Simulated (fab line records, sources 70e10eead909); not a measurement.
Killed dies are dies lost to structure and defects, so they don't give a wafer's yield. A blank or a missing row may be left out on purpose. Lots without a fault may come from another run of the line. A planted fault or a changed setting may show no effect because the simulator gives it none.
Problem report in the 8D (eight disciplines) form, filled by code | flow nand_harc | the parts of the form that need people (team, actions taken, sign-off) are left out

1. THE PROBLEM
heater_power_total_W at NHARC_P_CONTACT_SOFTBAKE_07 reads a mean of 222.63 W on 2 wafers of 2 lots; wafers without a fault read 188.44 W with a standard deviation of 0.13. That is +99 or more standard deviations from the usual mean.
The step: time 55 s.
First seen on wafer L400.6, day 6 23:00, on litho_track-01. The record holds 40 wafers of 14 lots with a number at this step. Rule for "out", or "out of limits": more than 4 standard deviations from the usual mean. The other wafers with a number count as sound.

2. WHAT IT IS AND WHAT IT IS NOT
question                    | is                   | is not
which readings at this step | heater_power_total_W | chill_plate_temp_C
which lots                  | L400, L401           | L395, L396, L408, L410, L411, L412, L413, L414, L415, L416, L417, L418
which wafers of those lots  | L400.6, L401.6       | L400.4, L401.4
read on which tools         | litho_track-01       | litho_track-04, litho_track-06
when                        | from day 6 23:00     | up to then (7 sound wafers); but 31 sound wafers of L401, L408, L410, L411, L412, L413, L414, L415, L416, L417, L418 came after

3. SUSPECTS, AND WHAT RULES EACH OUT
Counting: a tool at a process step up to the reading stays a suspect if it ran every lot that is out. Sound lots after the first of them don't rule it out here, since some wafers of a struck lot are sound.
- plasma_asher-02 at NHARC_P_GATE_STRIP_95 (strips in O2): kept. It ran every lot that is out, first L400 (day 6 19:59); its last sound lot up to then is L396 (day 5 10:34).
- litho_track-01 at NHARC_P_CONTACT_SOFTBAKE_07 (time 55 s): kept. It ran every lot that is out, first L400 (day 6 23:00); its last sound lot up to then is L396 (day 5 13:00). Its own readings are out on those wafers: heater_power_total_W.
Left after counting: plasma_asher-02 at NHARC_P_GATE_STRIP_95, litho_track-01 at NHARC_P_CONTACT_SOFTBAKE_07.

4. THE CAUSE (what the simulator had put in)
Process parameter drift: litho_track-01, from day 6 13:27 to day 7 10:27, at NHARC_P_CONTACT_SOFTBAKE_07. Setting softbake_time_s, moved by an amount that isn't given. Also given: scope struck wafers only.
Counting left 2 suspects, and this tool is among them.

5. THE CHAIN OF EFFECTS, in route order
Each row: a reading whose mean over the struck wafers that have a number lies more than 3 standard deviations from the usual. Only readings for which the record gives a usual standard deviation are gone through. hours: the time from each lot's start at the first step in this table that gives one to its start at this step, as a median over the lots. sigmas: the change in usual standard deviations.
hours | step                        | reading              | usual    | on struck wafers | change | sigmas
0     | NHARC_P_CONTACT_SOFTBAKE_07 | heater_power_total_W | 188.44 W | 222.63           | +34.19 | +99 or more
The process steps in it:
- NHARC_P_CONTACT_SOFTBAKE_07: time 55 s.
Later measuring or inspecting steps at which every struck wafer that the step has a row for has a number for every such reading, and none has moved that far: NHARC_P_CONTACT_CD_MEAS_12, NHARC_END_SORT_01.

6. WHAT WOULD HAVE CAUGHT IT SOONER
In this record the first reading out of limits was taken at day 6 23:00, 10 hours after the fault began at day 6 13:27.
